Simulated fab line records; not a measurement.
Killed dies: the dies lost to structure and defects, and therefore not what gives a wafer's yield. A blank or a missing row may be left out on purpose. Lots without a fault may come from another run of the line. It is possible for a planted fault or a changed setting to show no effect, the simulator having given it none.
fab line records ; flow n5-finfet
record lots=7; wafers=39
route steps=1938 shown ZERO_LAYER@4 FIN_SAQP@130 HKMG_FIN@397 MOL_CONTACT_COAG@535 BEOL_M0_SAQP@633 BEOL_M3@931 BEOL_M9@1401 BEOL_M12@1650 BEOL_M13@1696 TV_LITHO@1886 PASSIVATION@1936
start-h: hours from the record's opening day to when the first of the lot's shown wafers began ; wait-h: time in hours since the lot's previous step ; " unchanged from the row above ; L1.1+2: one row covering several wafers at once ; - no value present, or no start provided ; * or withheld: withheld ; < > ~ a bound
route shown NAME@n: NAME is a module with steps in the file, n the number in the route of the first one ; usual: mean and standard deviation over wafers with no fault ; same: alike in all rows ; chamber/n: place in a boat ; sites: per-site readings ; _std_site: their standard deviation ; _edge_site: the outer-site mean with the inner-site mean subtracted ; radius-mm: how far each site lies from the wafer's centre ; mask NAME#n: copy n ; behind: the last tool/chamber to shape the wafer ; hold: reason for holding the lot/hours on hold/outcome of the hold ; device: the transistor (n, p or np) that didn't switch ; end of line: tests of these same wafers at the route's end ; a step with no rows: only its recipe ; killed: dies that structure and defects cost at the first sort, which is not the same as the wafer's yield ; map: the dies of a wafer, with x for killed, . for not killed, _ for no die there
set.NAME: the setting as run; set.NAME@STEP: as run at that earlier step ; model.NAME: the simulator's own value behind a step, which no gauge read
lots with deliberately changed settings; one table per step, one row per wafer
## steps
# step N5_ZERO_LAYER_PECVD_02
# recipe material=SiO2; target-thk-a=100; temp-c=400; precursor=SiH4/N2O; pressure-torr=0.75; rf-w=275; time-s=6
# step N5_FIN_SAQP_ETCH_65
# recipe chemistry=CF4; target=SiO2; target-depth-a=40; ion-energy-ev=350; time-s=4.4; pressure-mtorr=10; icp-w=800; bias-w=400; cf4-flow-sccm=80
# step N5_HKMG_FIN_DEVELOP_48
# recipe develop-time-s=30; developer=TMAH; resist=CAR-ArF; rinse-liquid=diw; dry=air-spin; dev-temp-c=23
# step N5_MOL_CONTACT_COAG_CONTACT_ETCH_14
# recipe chemistry=C4F6/O2; target=SiO2; target-depth-a=275; overetch-a=85; mask-material=SOC; pressure-mtorr=30; source-w=370; bias-w=185; Ar_flow_sccm=300; C4F6_flow_sccm=16; O2_flow_sccm=10; time-s=20; ion-energy-ev=259.6
# step N5_BEOL_M0_SAQP_ILD_DEP_01
# recipe material=SiOC; target-thk-a=454.19; temp-c=350; precursor=DEMS/O2; pressure-torr=5; rf-w=500; time-s=8.7
# step N5_BEOL_M3_ILD_DEP_00
# recipe material=SiOC; target-thk-a=790; temp-c=350; precursor=DEMS/O2; pressure-torr=5; rf-w=500; time-s=15.3
# step N5_BEOL_M9_ILD_DEP_00
# recipe material=SiCOH_lowk; target-thk-a=3085.1; temp-c=300; precursor=DEMS/porogen; pressure-torr=5; rf-w=500; time-s=58
# step N5_BEOL_M12_SPUTTER_45
# recipe material=Cu; target-thk-a=800; temp-c=-20; bias-v=60; power-w=26000; chamber-pressure-pa=0.13; time-s=13.33
# step N5_BEOL_M13_TRENCH_ETCH_34
# recipe chemistry=C4F8/O2/Ar; target=SiOC; target-depth-a=4134.7; mask-material=SOC; pressure-mtorr=30; source-w=3000; bias-w=700; Ar_flow_sccm=400; C4F8_flow_sccm=15; O2_flow_sccm=8; he-inner-torr=15; he-outer-torr=30; time-s=162.6; ion-energy-ev=250
# step N5_PASSIVATION_DESCUM_12
# recipe chemistry=O2; time-s=7.9; source-power-w=50; bias-power-w=20; pressure-mtorr=20; rf-frequency-hz=2.712e+07; temp-c=40; o2-flow-sccm=225
# step N5_PASSIVATION_PROBE_49
# usual killed_at_M4_up=14/5.2; killed-at-contacts=12/6.1; killed-dies=105/16; killed-on-rim=14/4.4
lot.wafer;tool;chamber;start-h;wait-h;set.time-s@ZERO_LAYER_PECVD_02;set.time-s@FIN_SAQP_ETCH_65;set.develop-time-s@HKMG_FIN_DEVELOP_48;set.time-s@MOL_CONTACT_COAG_CONTACT_ETCH_14;set.target-thk-a@BEOL_M0_SAQP_ILD_DEP_01;set.time-s@BEOL_M3_ILD_DEP_00;set.target-thk-a@BEOL_M9_ILD_DEP_00;set.time-s@BEOL_M12_SPUTTER_45;set.time-s@BEOL_M13_TRENCH_ETCH_34;set.time-s@PASSIVATION_DESCUM_12;killed_at_M4_up;killed-at-contacts;killed-dies;killed-on-rim
L074.2;prober-01;-;320.60;0.1;6;4.4;30;20;454.19;15.3;3085.1;13.33;162.6;7.9;19;13;120;16
L074.3;prober-01;-;320.65;0.1;6;4.4;30;20;454.19;15.3;3085.1;13.33;162.6;7.9;21;13;108;11
L074.5;prober-01;-;320.75;0.2;6;4.4;30;20;454.19;15.3;3085.1;13.33;162.6;7.9;23;14;130;19
L081.1;prober-02;-;349.16;0.0;6;4.4;30;20;625;15.3;3085.1;13.33;188.6;7.9;18;4;98;8
L081.2;prober-02;-;349.21;0.1;6;5.098;30;20;454.19;15.3;4875;13.33;162.6;12.52;1075;12;1180;152
L081.3;prober-02;-;349.26;0.1;7.657;5.098;30;20;625;15.3;3085.1;16.26;162.6;7.9;22;8;121;12
L081.4;prober-02;-;349.31;0.2;6;4.4;30;14.27;625;15.3;4875;16.26;188.6;7.9;477;626;1180;152
L081.5;prober-02;-;349.36;0.2;7.657;5.098;30;14.27;454.19;15.3;4875;13.33;188.6;12.52;192;897;1180;152
L081.6;prober-02;-;349.41;0.3;7.657;4.4;30;14.27;454.19;15.3;3085.1;16.26;162.6;12.52;17;868;962;149
L083.1;prober-01;-;355.23;0.0;6;2.471;30;9.032;454.19;18.14;3673;13.33;162.6;10.83;12;1086;1180;152
L083.2;prober-01;-;355.28;0.1;6.929;2.471;41.31;20;211.2;18.14;3085.1;13.33;162.6;10.83;18;5;74;9
L083.3;prober-01;-;355.33;0.1;6.929;4.4;41.31;20;454.19;18.14;3673;13.33;162.6;7.9;11;11;80;14
L083.4;prober-01;-;355.38;0.2;6;2.471;30;20;211.2;15.3;3085.1;13.33;162.6;7.9;9;16;100;11
L083.5;prober-01;-;355.43;0.2;6.929;4.4;30;9.032;454.19;15.3;3085.1;13.33;162.6;10.83;4;1111;1180;152
L083.6;prober-01;-;355.48;0.3;6;4.4;41.31;9.032;211.2;15.3;3673;13.33;162.6;7.9;7;1111;1180;152
L085.1;prober-01;-;362.92;0.0;6;4.4;30;23.18;454.19;15.3;3085.1;13.33;162.6;5.399;18;17;122;22
L085.2;prober-01;-;362.97;0.1;6;2.453;30;23.18;454.19;15.3;3825;13.33;89.34;5.399;51;17;141;18
L085.3;prober-01;-;363.02;0.1;4.181;4.4;30;23.18;454.19;15.3;3825;13.33;162.6;7.9;11;15;106;14
L085.4;prober-01;-;363.07;0.2;6;2.453;30;20;454.19;15.3;3825;13.33;89.34;7.9;43;22;152;16
L085.5;prober-01;-;363.12;0.2;4.181;4.4;30;20;454.19;15.3;3085.1;13.33;162.6;5.399;16;13;116;12
L085.6;prober-01;-;363.17;0.3;4.181;2.453;30;20;454.19;15.3;3085.1;13.33;89.34;7.9;35;26;125;27
L087.1;prober-01;-;388.14;0.0;6;5.774;12.4;10.46;454.19;18.76;3085.1;6.76;162.6;4.019;114;974;1180;152
L087.2;prober-01;-;388.19;0.1;6;4.4;30;10.46;373.4;15.3;4346;6.76;86.22;4.019;134;938;1180;152
L087.3;prober-01;-;388.24;0.1;7.693;4.4;30;10.46;454.19;15.3;4346;13.33;162.6;4.019;12;1087;1180;152
L087.4;prober-01;-;388.29;0.2;7.693;5.774;30;20;373.4;18.76;3085.1;13.33;86.22;7.9;65;12;186;22
L087.5;prober-01;-;388.34;0.2;6;4.4;12.4;20;373.4;15.3;3085.1;6.76;86.22;7.9;170;11;280;45
L087.6;prober-01;-;388.39;0.3;7.693;5.774;12.4;20;454.19;18.76;4346;13.33;162.6;7.9;1070;8;1180;152
L089.1;prober-01;-;409.35;0.0;3.815;4.4;30;20;454.19;15.3;4362;13.33;126;7.9;1084;13;1180;152
L089.2;prober-01;-;409.40;0.1;3.815;4.4;30;20;454.19;21.16;3085.1;13.33;162.6;6.53;21;9;1151;131
L089.3;prober-01;-;409.45;0.1;6;4.4;30;8.751;454.19;21.16;4362;13.33;126;6.53;16;1060;1180;152
L089.4;prober-01;-;409.50;0.2;6;4.4;30;20;454.19;15.3;4362;13.33;162.6;7.9;1105;7;1180;152
L089.5;prober-01;-;409.55;0.2;3.815;4.4;30;8.751;454.19;21.16;3085.1;13.33;126;6.53;11;1082;1180;152
L089.6;prober-01;-;409.60;0.3;6;4.4;30;8.751;454.19;15.3;3085.1;13.33;162.6;7.9;9;1078;1180;152
L097.1;prober-01;-;459.12;0.0;4.922;4.4;30;20;454.19;15.3;3085.1;16.24;162.6;9.515;6;23;128;16
L097.2;prober-01;-;459.17;0.1;6;4.4;13.31;20;454.19;7.244;3085.1;13.33;258.1;7.9;10;10;1180;152
L097.3;prober-01;-;459.22;0.1;6;4.4;30;15.41;454.19;15.3;4281;13.33;162.6;7.9;891;188;1180;152
L097.4;prober-01;-;459.27;0.2;4.922;4.4;30;15.41;454.19;7.244;4281;16.24;162.6;7.9;14;39;1180;152
L097.5;prober-01;-;459.32;0.2;4.922;4.4;13.31;15.41;454.19;7.244;3085.1;16.24;258.1;9.515;12;20;1180;152
L097.6;prober-01;-;459.37;0.3;6;4.4;13.31;20;454.19;15.3;4281;13.33;258.1;9.515;1084;12;1180;152
# killed by level:class
L074.2 MOL_CONTACT_COAG:geometric-particle:open=12 BEOL_M2:geometric-particle:open=11 STI_FIN_REVEAL:geometric-particle:open=9 BEOL_M4:geometric-particle:short=7 BEOL_M4:geometric-particle:open=7 FIN_SAQP:geometric-particle:short=6 BEOL_M3:geometric-particle:open=6 BEOL_M1:geometric-particle:open=5
L074.3 STI_FIN_REVEAL:geometric-particle:open=13 BEOL_M2:geometric-particle:open=10 MOL_CONTACT_COAG:geometric-particle:open=9 FIN_SAQP:geometric-particle:open=7 BEOL_M4:geometric-particle:open=7 FIN_SAQP:geometric-particle:short=6 BEOL_M0_SAQP:geometric-particle:open=6 DUMMY_GATE:geometric-particle:open=4
L074.5 STI_FIN_REVEAL:geometric-particle:open=18 MOL_CONTACT_COAG:geometric-particle:open=12 BEOL_M4:geometric-particle:open=10 FIN_SAQP:geometric-particle:short=9 FIN_SAQP:geometric-particle:open=9 BEOL_M0_SAQP:geometric-particle:short=6 BEOL_M2:geometric-particle:open=6 HKMG_FIN:area-etch=6
L081.1 FIN_SAQP:geometric-particle:open=12 BEOL_M0_SAQP:geometric-particle:short=9 BEOL_M0_SAQP:geometric-particle:open=7 STI_FIN_REVEAL:geometric-particle:open=6 BEOL_M2:geometric-particle:open=6 BEOL_M4:geometric-particle:open=6 STARTING-WAFER:geometric-particle:short=5 FIN_SAQP:geometric-particle:short=4
L081.2 BEOL_M9:area-etch=1070 BEOL_M0_SAQP:geometric-particle:open=23 BEOL_M0_SAQP:geometric-particle:short=19 STI_FIN_REVEAL:geometric-particle:open=12 MOL_CONTACT_COAG:geometric-particle:open=9 FIN_SAQP:geometric-particle:open=6 FIN_SAQP:geometric-particle:short=5 BEOL_M3:geometric-particle:open=4
L081.3 STI_FIN_REVEAL:geometric-particle:open=17 BEOL_M2:geometric-particle:open=16 BEOL_M4:geometric-particle:open=13 BEOL_M0_SAQP:geometric-particle:open=8 MOL_CONTACT_COAG:geometric-particle:open=7 DUMMY_GATE:geometric-particle:open=6 ILD0:geometric-particle:open=6 STI_FIN_REVEAL:geometric-particle:short=5
L081.4 MOL_CONTACT_COAG:area-etch=620 BEOL_M9:area-etch=464 BEOL_M2:geometric-particle:open=13 FIN_SAQP:geometric-particle:short=9 STI_FIN_REVEAL:geometric-particle:open=9 BEOL_M0_SAQP:geometric-particle:open=8 BEOL_M4:geometric-particle:open=7 FIN_SAQP:geometric-particle:open=6
L081.5 MOL_CONTACT_COAG:area-etch=888 BEOL_M9:area-etch=179 STI_FIN_REVEAL:geometric-particle:open=14 BEOL_M0_SAQP:geometric-particle:open=10 MOL_CONTACT_COAG:geometric-particle:open=9 BEOL_M0_SAQP:geometric-particle:short=9 FIN_SAQP:geometric-particle:open=8 BEOL_M2:geometric-particle:open=8
L081.6 MOL_CONTACT_COAG:area-etch=860 BEOL_M4:geometric-particle:open=15 BEOL_M0_SAQP:geometric-particle:short=14 BEOL_M0_SAQP:geometric-particle:open=11 BEOL_M2:geometric-particle:open=6 FIN_SAQP:geometric-particle:open=5 DUMMY_GATE:geometric-particle:open=5 BEOL_M1:geometric-particle:open=5
L083.1 MOL_CONTACT_COAG:area-etch=1079 FIN_SAQP:geometric-particle:open=15 BEOL_M1:geometric-particle:open=11 DUMMY_GATE:geometric-particle:open=9 FIN_SAQP:geometric-particle:short=7 MOL_CONTACT_COAG:geometric-particle:open=7 BEOL_M0:geometric-particle:open=6 STARTING-WAFER:geometric-particle:open=5
L083.2 FIN_SAQP:geometric-particle:short=8 FIN_SAQP:geometric-particle:open=8 BEOL_M4:geometric-particle:short=8 STI_FIN_REVEAL:geometric-particle:open=4 DUMMY_GATE:geometric-particle:open=4 DUMMY_GATE:geometric-particle:short=4 MOL_CONTACT_COAG:geometric-particle:open=4 BEOL_M4:geometric-particle:open=4
L083.3 MOL_CONTACT_COAG:geometric-particle:open=11 FIN_SAQP:geometric-particle:open=8 BEOL_M0_SAQP:geometric-particle:short=7 BEOL_M2:geometric-particle:open=6 FIN_SAQP:geometric-particle:short=5 BEOL_M1:geometric-particle:open=5 BEOL_M0_SAQP:geometric-particle:open=3 BEOL_M3:geometric-particle:open=3
L083.4 MOL_CONTACT_COAG:geometric-particle:open=12 BEOL_M0:geometric-particle:open=11 DUMMY_GATE:geometric-particle:open=9 BEOL_M4:geometric-particle:open=7 FIN_SAQP:geometric-particle:open=6 BEOL_M2:geometric-particle:open=6 GATE_CUT:geometric-particle:short=5 BEOL_M3:geometric-particle:open=5
L083.5 MOL_CONTACT_COAG:area-etch=1095 MOL_CONTACT_COAG:geometric-particle:open=15 FIN_SAQP:geometric-particle:short=9 STI_FIN_REVEAL:geometric-particle:open=6 DUMMY_GATE:geometric-particle:open=4 BEOL_M0:geometric-particle:open=4 BEOL_M3:geometric-particle:open=4 STI_FIN_REVEAL:geometric-particle:short=3
L083.6 MOL_CONTACT_COAG:area-etch=1095 MOL_CONTACT_COAG:geometric-particle:open=12 FIN_SAQP:geometric-particle:short=7 BEOL_M1:geometric-particle:open=7 BEOL_M3:geometric-particle:open=7 FIN_SAQP:geometric-particle:open=4 DUMMY_GATE:geometric-particle:open=4 MOL_CONTACT_COAG:geometric-particle:short=4
L085.1 MOL_CONTACT_COAG:geometric-particle:open=15 BEOL_M0_SAQP:geometric-particle:open=15 FIN_SAQP:geometric-particle:open=13 FIN_SAQP:geometric-particle:short=11 BEOL_M3:geometric-particle:open=7 BEOL_M4:geometric-particle:open=7 STI_FIN_REVEAL:geometric-particle:open=6 BEOL_M0_SAQP:geometric-particle:short=5
L085.2 BEOL_M13:area-ecd=28 BEOL_M4:geometric-particle:open=13 MOL_CONTACT_COAG:geometric-particle:open=13 FIN_SAQP:geometric-particle:short=9 DUMMY_GATE:geometric-particle:open=6 BEOL_M3:geometric-particle:open=6 PAD_METAL:geometric-particle:short=5 MOL_CONTACT_COAG:geometric-particle:short=4
L085.3 FIN_SAQP:geometric-particle:short=19 MOL_CONTACT_COAG:geometric-particle:open=14 BEOL_M3:geometric-particle:open=13 FIN_SAQP:geometric-particle:open=9 GATE_CUT:geometric-particle:short=5 BEOL_M4:geometric-particle:open=5 HKMG_FIN:area-etch=5 BEOL_M0_SAQP:geometric-particle:open=4
L085.4 BEOL_M13:area-ecd=25 MOL_CONTACT_COAG:geometric-particle:open=20 STI_FIN_REVEAL:geometric-particle:open=12 FIN_SAQP:geometric-particle:short=10 BEOL_M0_SAQP:geometric-particle:open=10 BEOL_M3:geometric-particle:open=9 BEOL_M1:geometric-particle:open=8 GATE_CUT:geometric-particle:open=5
L085.5 BEOL_M0_SAQP:geometric-particle:short=11 MOL_CONTACT_COAG:geometric-particle:open=9 BEOL_M0_SAQP:geometric-particle:open=8 BEOL_M3:geometric-particle:open=8 FIN_SAQP:geometric-particle:short=7 STI_FIN_REVEAL:geometric-particle:open=7 ILD0:geometric-particle:short=7 BEOL_M5:geometric-particle:open=7
L085.6 MOL_CONTACT_COAG:geometric-particle:open=20 BEOL_M13:area-ecd=19 HKMG_FIN:area-etch=8 BEOL_M0_SAQP:geometric-particle:short=7 BEOL_M4:geometric-particle:open=7 FIN_SAQP:geometric-particle:short=6 MOL_CONTACT_COAG:geometric-particle:short=6 BEOL_M3:geometric-particle:open=6
L087.1 MOL_CONTACT_COAG:area-etch=969 BEOL_M12:interface-void-opened=104 FIN_SAQP:geometric-particle:short=10 FIN_SAQP:geometric-particle:open=9 STI_FIN_REVEAL:geometric-particle:open=8 BEOL_M2:geometric-particle:open=8 BEOL_M2:geometric-particle:short=6 BEOL_M3:geometric-particle:open=6
L087.2 MOL_CONTACT_COAG:area-etch=929 BEOL_M12:interface-void-opened=123 BEOL_M3:geometric-particle:open=14 FIN_SAQP:geometric-particle:short=13 BEOL_M2:geometric-particle:open=11 DUMMY_GATE:geometric-particle:open=8 MOL_CONTACT_COAG:geometric-particle:open=8 BEOL_M1:geometric-particle:open=8
L087.3 MOL_CONTACT_COAG:area-etch=1084 BEOL_M0_SAQP:geometric-particle:short=11 BEOL_M2:geometric-particle:open=10 DUMMY_GATE:geometric-particle:open=6 BEOL_M3:geometric-particle:open=6 BEOL_M1:geometric-particle:open=6 FIN_SAQP:geometric-particle:open=4 GATE_CUT:geometric-particle:open=4
L087.4 BEOL_M13:area-ecd=47 BEOL_M0_SAQP:geometric-particle:short=14 FIN_SAQP:geometric-particle:short=12 BEOL_M3:geometric-particle:open=12 BEOL_M2:geometric-particle:open=12 MOL_CONTACT_COAG:geometric-particle:open=11 BEOL_M4:geometric-particle:open=9 GATE_CUT:geometric-particle:short=7
L087.5 BEOL_M12:interface-void-opened=94 BEOL_M13:area-ecd=48 BEOL_M1:geometric-particle:open=16 BEOL_M4:geometric-particle:open=15 MOL_CONTACT_COAG:geometric-particle:open=10 BEOL_M2:geometric-particle:open=9 FIN_SAQP:geometric-particle:short=8 BEOL_M3:geometric-particle:open=7
L087.6 BEOL_M9:area-etch=1058 BEOL_M3:geometric-particle:open=14 BEOL_M2:geometric-particle:open=12 FIN_SAQP:geometric-particle:short=10 BEOL_M1:geometric-particle:open=10 DUMMY_GATE:geometric-particle:open=8 BEOL_M0_SAQP:geometric-particle:short=7 BEOL_M4:geometric-particle:open=7
L089.1 BEOL_M9:area-etch=1064 FIN_SAQP:geometric-particle:open=14 MOL_CONTACT_COAG:geometric-particle:open=9 BEOL_M4:geometric-particle:open=9 BEOL_M0_SAQP:geometric-particle:short=8 STI_FIN_REVEAL:geometric-particle:open=7 FIN_SAQP:geometric-particle:short=6 BEOL_M0_SAQP:geometric-particle:open=5
L089.2 BEOL_M3:area-dep=1040 STI_FIN_REVEAL:geometric-particle:open=10 BEOL_M4:geometric-particle:open=10 BEOL_M0_SAQP:geometric-particle:short=8 MOL_CONTACT_COAG:geometric-particle:open=7 BEOL_M0_SAQP:geometric-particle:open=7 GATE_CUT:geometric-particle:short=6 FIN_SAQP:geometric-particle:short=5
L089.3 MOL_CONTACT_COAG:area-etch=1057 BEOL_M2:geometric-particle:open=12 SPACER0:geometric-particle:open=10 BEOL_M0_SAQP:geometric-particle:short=10 SPACER0:geometric-particle:short=8 GATE_CUT:geometric-particle:short=8 STI_FIN_REVEAL:geometric-particle:open=7 GATE_CUT:geometric-particle:open=6
L089.4 BEOL_M9:area-etch=1097 STI_FIN_REVEAL:geometric-particle:open=12 BEOL_M1:geometric-particle:open=7 BEOL_M2:geometric-particle:open=7 BEOL_M0_SAQP:geometric-particle:open=6 BEOL_M0_SAQP:geometric-particle:short=6 FIN_SAQP:geometric-particle:open=4 BEOL_M3:geometric-particle:open=4
L089.5 MOL_CONTACT_COAG:area-etch=1069 STI_FIN_REVEAL:geometric-particle:open=15 BEOL_M0_SAQP:geometric-particle:short=12 MOL_CONTACT_COAG:geometric-particle:open=11 GATE_CUT:geometric-particle:short=6 STI_FIN_REVEAL:geometric-particle:short=5 BEOL_M2:geometric-particle:open=5 BEOL_M0_SAQP:geometric-particle:open=5
L089.6 MOL_CONTACT_COAG:area-etch=1068 STI_FIN_REVEAL:geometric-particle:open=13 BEOL_M3:geometric-particle:open=12 BEOL_M0_SAQP:geometric-particle:open=11 FIN_SAQP:geometric-particle:short=7 FIN_SAQP:geometric-particle:open=5 MOL_CONTACT_COAG:geometric-particle:short=5 MOL_CONTACT_COAG:geometric-particle:open=5
L097.1 FIN_SAQP:geometric-particle:short=20 MOL_CONTACT_COAG:geometric-particle:open=18 FIN_SAQP:geometric-particle:open=14 GATE_CUT:geometric-particle:short=10 BEOL_M0_SAQP:geometric-particle:open=8 BEOL_M1:geometric-particle:open=7 DUMMY_GATE:geometric-particle:open=7 BEOL_M0_SAQP:geometric-particle:short=7
L097.2 BEOL_M3:area-dep=1060 GATE_CUT:geometric-particle:short=16 FIN_SAQP:geometric-particle:open=15 FIN_SAQP:geometric-particle:short=9 BEOL_M3:geometric-particle:short=9 BEOL_M0_SAQP:geometric-particle:short=8 BEOL_M1:geometric-particle:open=8 GATE_CUT:geometric-particle:open=7
L097.3 BEOL_M9:area-etch=875 MOL_CONTACT_COAG:area-etch=183 FIN_SAQP:geometric-particle:open=19 STI_FIN_REVEAL:geometric-particle:open=14 BEOL_M1:geometric-particle:open=12 FIN_SAQP:geometric-particle:short=10 BEOL_M4:geometric-particle:open=10 BEOL_M3:geometric-particle:open=8
L097.4 BEOL_M3:area-dep=1070 MOL_CONTACT_COAG:area-etch=19 STI_FIN_REVEAL:geometric-particle:open=11 MOL_CONTACT_COAG:geometric-particle:open=11 FIN_SAQP:geometric-particle:short=9 MOL_CONTACT_COAG:geometric-particle:short=8 FIN_SAQP:geometric-particle:open=6 STARTING-WAFER:geometric-particle:short=5
L097.5 BEOL_M3:area-dep=1058 FIN_SAQP:geometric-particle:open=24 GATE_CUT:geometric-particle:short=10 MOL_CONTACT_COAG:geometric-particle:open=10 BEOL_M4:geometric-particle:open=9 FIN_SAQP:geometric-particle:short=8 DUMMY_GATE:geometric-particle:open=6 BEOL_M3:geometric-particle:open=6
L097.6 BEOL_M9:area-etch=1072 FIN_SAQP:geometric-particle:open=16 MOL_CONTACT_COAG:geometric-particle:open=11 BEOL_M2:geometric-particle:open=7 BEOL_M3:geometric-particle:short=7 DUMMY_GATE:geometric-particle:open=6 BEOL_M3:geometric-particle:open=6 FIN_SAQP:geometric-particle:short=5
## key
split step=N5_ZERO_LAYER_PECVD_02; setting=time-s; stated-as=6
response none clear
split step=N5_FIN_SAQP_ETCH_65; setting=time-s; stated-as=4.4
response none clear
split step=N5_HKMG_FIN_DEVELOP_48; setting=develop-time-s; stated-as=30
response none clear
split step=N5_MOL_CONTACT_COAG_CONTACT_ETCH_14; setting=time-s; stated-as=20
response step=N5_PASSIVATION_PROBE_49; reading=killed-at-contacts; slope=-19.2; per=1%; together-with=all; explained=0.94
response step=N5_PASSIVATION_PROBE_49; reading=killed-on-rim; slope=-1.55; per=1%; together-with=all; explained=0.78
response step=N5_PASSIVATION_PROBE_49; reading=killed-dies; slope=-11.5; per=1%; together-with=all; explained=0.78
split step=N5_BEOL_M0_SAQP_ILD_DEP_01; setting=target-thk-a; stated-as=454.19
response none clear
split step=N5_BEOL_M3_ILD_DEP_00; setting=time-s; stated-as=15.3
response none clear
split step=N5_BEOL_M9_ILD_DEP_00; setting=target-thk-a; stated-as=3085.1
response step=N5_PASSIVATION_PROBE_49; reading=killed_at_M4_up; slope=+12.5; per=1%; together-with=all; explained=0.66
split step=N5_BEOL_M12_SPUTTER_45; setting=time-s; stated-as=13.33
response none clear
split step=N5_BEOL_M13_TRENCH_ETCH_34; setting=time-s; stated-as=162.6
response none clear
split step=N5_PASSIVATION_DESCUM_12; setting=time-s; stated-as=7.9
response none clear
